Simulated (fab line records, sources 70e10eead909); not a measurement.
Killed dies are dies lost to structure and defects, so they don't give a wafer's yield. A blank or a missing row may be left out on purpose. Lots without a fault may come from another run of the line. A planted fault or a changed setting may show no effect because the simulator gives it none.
Problem report in the 8D (eight disciplines) form, filled by code | flow nand_harc | the parts of the form that need people (team, actions taken, sign-off) are left out

1. THE PROBLEM
oes_product_au at NHARC_A_STAIRCASE_ETCH_271 reads a mean of 1.116 a.u. on 3 wafers of 2 lots; wafers without a fault read 0.947 a.u. with a standard deviation of 0.022. That is +7.7 standard deviations from the usual mean.
The step: etches the open film in CF4/CHF3.
First seen on wafer L327.2, day 19 00:34, on rie_diel-08. The record holds 36 wafers of 12 lots with a number at this step. Rule for "out", or "out of limits": more than 4 standard deviations from the usual mean. The other wafers with a number count as sound.

2. WHAT IT IS AND WHAT IT IS NOT
question                    | is                     | is not
which readings at this step | oes_product_au         | cf4_flow_sccm, drypump_motor_current_A, rf_vpp_V, showerhead_plenum_p_Torr
which lots                  | L327, L330             | L323, L337, L338, L339, L340, L341, L342, L344, L345, L346
which wafers of those lots  | L327.2, L327.6, L330.6 | L327.3, L330.1, L330.3
read on which tools         | rie_diel-08            | rie_diel-01, rie_diel-04
when                        | from day 19 00:34      | up to then (4 sound wafers); but 29 sound wafers of L330, L337, L338, L339, L340, L341, L342, L344, L345, L346 came after

3. SUSPECTS, AND WHAT RULES EACH OUT
Counting: a tool at a process step up to the reading stays a suspect if it ran every lot that is out. Sound lots after the first of them don't rule it out here, since some wafers of a struck lot are sound.
- pecvd-03 at NHARC_A_STAIRCASE_DEP_259 (deposits SiON, target thk 30 nm): kept. It ran every lot that is out, first L327 (day 18 23:37).
- rie_diel-08 at NHARC_A_STAIRCASE_ETCH_271 (etches the open film in CF4/CHF3): kept. It ran every lot that is out, first L327 (day 19 00:34). Its own readings are out on those wafers: oes_product_au.
- Within pecvd-03 at NHARC_A_STAIRCASE_DEP_259: the wafers that are out ran in chamber 0; their sound lot-mates ran in chambers 1, 2.
Left after counting: pecvd-03 at NHARC_A_STAIRCASE_DEP_259, rie_diel-08 at NHARC_A_STAIRCASE_ETCH_271.

4. THE CAUSE (what the simulator had put in)
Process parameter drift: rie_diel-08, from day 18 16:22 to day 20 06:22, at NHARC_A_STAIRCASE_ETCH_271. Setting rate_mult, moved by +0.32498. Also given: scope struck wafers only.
Counting left 2 suspects, and this tool is among them.

5. THE CHAIN OF EFFECTS, in route order
Each row: a reading whose mean over the struck wafers that have a number lies more than 3 standard deviations from the usual. Only readings for which the record gives a usual standard deviation are gone through. hours: the time from each lot's start at the first step in this table that gives one to its start at this step, as a median over the lots. sigmas: the change in usual standard deviations.
hours | step                       | reading        | usual      | on struck wafers | change | sigmas
0     | NHARC_A_STAIRCASE_ETCH_271 | oes_product_au | 0.947 a.u. | 1.116            | +0.169 | +7.7
The process steps in it:
- NHARC_A_STAIRCASE_ETCH_271: etches the open film in CF4/CHF3.

6. WHAT WOULD HAVE CAUGHT IT SOONER
In this record the first reading out of limits was taken at day 19 00:34, 8 hours after the fault began at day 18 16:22.
